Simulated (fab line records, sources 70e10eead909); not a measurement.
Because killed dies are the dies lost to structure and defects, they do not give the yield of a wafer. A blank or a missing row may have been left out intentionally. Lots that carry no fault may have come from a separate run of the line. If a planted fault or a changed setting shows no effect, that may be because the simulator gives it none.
A struck lot beside a sound one | flow nand-harc | 13 out of 1159 route steps
Sound: these wafers, L151.2, L151.5, L151.6. Wafers struck: L147.1, L147.3, L147.6. The cause comes at the end.
Order at every step that has rows: each side's tool, ch and its chambers, its first start. Under that, the readings that differ: sound wafers | struck wafers | difference of the means | sigmas: that difference in standard deviations of wafers without a fault.
alike: readings whose means differ by less than 2 such deviations, and words and numbers that are the same on both sides. not compared: withheld readings, readings that some wafer has no value for, bounds like >300 that may hide the same value, and numbers for which the record gives no deviation and whose values overlap.
Wherever a step has rows on one side only, a row that says differs or no value, or a row with sigmas, the two part there. Numbers that don't overlap but have no deviation are shown without sigmas and don't part them. A reading that every wafer of one side lacks parts them only if that side has two wafers or more.

first, 2 steps without rows for these wafers: NHARC_A_ZERO_WELL_PEB_08 (peb time 80 s); NHARC_A_ZERO_WELL_DEVELOP_09 (time 50 s).
NHARC_A_ZERO_WELL_CD_MEAS_10 targets a cd of 2000 nm.
  sound on cd-sem-01 ch 0, day 11 03:14; struck on cd-sem-01 ch 0, day 10 10:10
  alike: cd-nm
then, 1 step without rows for these wafers: NHARC_A_ZERO_WELL_HARDBAKE_11 (time 65 s).
NHARC_A_ZERO_WELL_DESCUM_12: chemistry O2, time 3 s.
  sound on rie-diel-05 ch 1,2,3, day 11 03:24; struck on rie-diel-06 ch 1,2,3, day 10 10:20
  alike: drypump-motor-current-A, oes-product-au, rf-vpp-V, showerhead-plenum-p-Torr, throttle-valve-pct
  not compared: rf-hours-counter-h
NHARC_A_ZERO_WELL_ETCH_19: etches the open film in N2/H2, target depth 80 nm, overetch 24 nm, time 87.88 s.
  sound on rie-diel-05 ch 1,2,3, day 11 03:29; struck on rie-diel-06 ch 0,2,3, day 10 10:25
  alike: drypump-motor-current-A, oes-product-au, rf-vpp-V, showerhead-plenum-p-Torr, throttle-valve-pct
  not compared: rf-hours-counter-h
NHARC_A_ZERO_WELL_ETCH_13: etches the open film in HBr/Cl2, target depth 120 nm, time 40.1 s.
  sound on rie-si-01 ch 0,1,3, day 11 03:37; struck on rie-si-03 ch 2,3, day 10 10:31
  alike: drypump-motor-current-A, mfc-cl2-sccm, oes-product-au, throttle-valve-pct
  not compared: rf-hours-counter-h
then, 4 steps without rows for these wafers: NHARC_A_ZERO_WELL_STRIP_14 (strips in SPM, time 900 s); NHARC_A_ZERO_WELL_IMPLANT_15; NHARC_A_ZERO_WELL_PRECLEAN_22 (cleans in SC1, time 60 s); NHARC_A_ZERO_WELL_SRD_23.
NHARC_A_ZERO_WELL_RTA_16: time 10 s.
  sound on rtp-anneal-01 ch 0, day 11 04:32; struck on rtp-anneal-02, day 10 11:31
  no value came back on the struck wafers for anneal-temp-c-max, lamp-power-pct (%), wafer_temp_C_max; on the sound wafers anneal-temp-c-max reads 1003.0 1005.4 1004.5
NHARC_A_ZERO_WELL_INSPECT_17:
  sound: defect-inspect-01 at day 11 04:42; struck: defect-inspect-02 at day 10 11:43
  alike: raw-defect-count

== WHERE THEY PART ==
Only at NHARC_A_ZERO_WELL_RTA_16, as far as this record shows. Later steps at which nothing parts them and some readings are alike: NHARC_A_ZERO_WELL_INSPECT_17.

WHY: the cause the simulator had injected
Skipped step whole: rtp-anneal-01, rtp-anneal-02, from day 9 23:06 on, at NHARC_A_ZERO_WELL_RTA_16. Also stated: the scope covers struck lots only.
